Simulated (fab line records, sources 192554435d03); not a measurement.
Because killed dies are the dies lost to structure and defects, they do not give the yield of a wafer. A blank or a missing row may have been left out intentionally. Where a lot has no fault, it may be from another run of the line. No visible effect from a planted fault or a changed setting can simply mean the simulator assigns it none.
Split-lot study ; flow n5-finfet ; route with 1938 steps; 7 lots, 21 wafers read

SPLIT DETAILS
At N5_BEOL_M0_SAQP_COAT_105 (time 60 s, resist thk 100 nm), the setting spin-rpm was moved away from the recipe's 1500 rpm on 3 of the 21 wafers read, by -9.3% to +7.7%. The other wafers ran this setting at the recipe's value.

The reading comes from the split's own step.

THE READING
SOC_of_BEOL_M0_SAQP_COAT_105.thk-nm (the simulator's own value, which no gauge read), in nm, at N5_BEOL_M0_SAQP_COAT_105 (time 60 s, resist thk 100 nm). The file gives no usual value for it. Across the 18 wafers here that went through the recipe, the average is 99.9 nm and the standard deviation 0.23 nm.

wafer;tool, chamber at the split;spin-rpm as run, rpm;against the recipe;SOC_of_BEOL_M0_SAQP_COAT_105.thk-nm, nm;against lot-mates on the recipe
L074.2;litho-track-01, 0;1500;recipe;99.6;-
L074.3;litho-track-01, 0;1500;recipe;100;-
L074.5;litho-track-01, 0;1500;recipe;100;-
L081.1;litho-track-02, 0;1500;recipe;99.4;-
L081.2;litho-track-02, 0;1500;recipe;99.6;-
L081.4;litho-track-02, 0;1500;recipe;99.6;-
L086.3;litho-track-01, 0;1500;recipe;99.8;-
L086.5;litho-track-01, 0;1500;recipe;99.8;-
L086.6;litho-track-01, 0;1500;recipe;100;-
L087.3;litho-track-02, 0;1500;recipe;100;-
L087.4;litho-track-02, 0;1500;recipe;100.2;-
L087.5;litho-track-02, 0;1500;recipe;99.8;-
L089.3;litho-track-02, 0;1616;+7.7%;96.2;-3.7
L089.4;litho-track-02, 0;1500;recipe;99.8;-
L089.6;litho-track-02, 0;1500;recipe;100;-
L090.2;litho-track-02, 0;1500;recipe;100.2;-
L090.6;litho-track-02, 0;1500;recipe;100.2;-
L090.3;litho-track-02, 0;1500;recipe;100;-
L093.3;litho-track-05, 0;1500;recipe;100.2;-
L093.4;litho-track-05, 0;1361;-9.3%;105.2;+5.0
L093.6;litho-track-05, 0;1361;-9.3%;105.2;+5.0

FIT RESULTS
A straight line over all 21 wafers: SOC_of_BEOL_M0_SAQP_COAT_105.thk-nm changes by -0.546 nm for each +1% of spin-rpm; r = -0.99; the points scatter about the line by 0.26 nm.
The same after taking each lot's own level away (the mean of its wafers on the recipe; 21 wafers): -0.522 nm for each +1%; r = -1.00; scatter 0.15 nm.
That fit puts the effect of the largest move of spin-rpm on the reading at 4.8 nm.
Across the lots, their own levels run from 99.53 to 100.20 nm, a range of 2.9 times the standard deviation given above.
Consequently the slope shifts little with the lot-to-lot level, the two slopes agreeing.
Check: with one of the wafers moved furthest among these (-9.3%) left out of the fit, the line predicts +4.79 nm for it against its lot-mates. Against them it came out at +5 nm.

OTHER SPLITS APPLIED TO THESE WAFERS
Note: prior to the reading, these wafers also went through further splits. Each is held against what the fit with the lots' levels taken away leaves over:
other split on the same wafers;wafers away from the commonest value;r with SOC_of_BEOL_M0_SAQP_COAT_105.thk-nm (lot level and that fit taken away)
N5_BEOL_M0_SAQP_PECVD_04 time-s;6;-0.02
N5_BEOL_M0_SAQP_SPACER1_ALD_98 ald-cycles;6;+0.15

THE FILE'S OWN FIT
SOC_of_BEOL_M0_SAQP_COAT_105.thk-nm changes by -0.514 nm for each +1% of spin-rpm, r = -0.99.
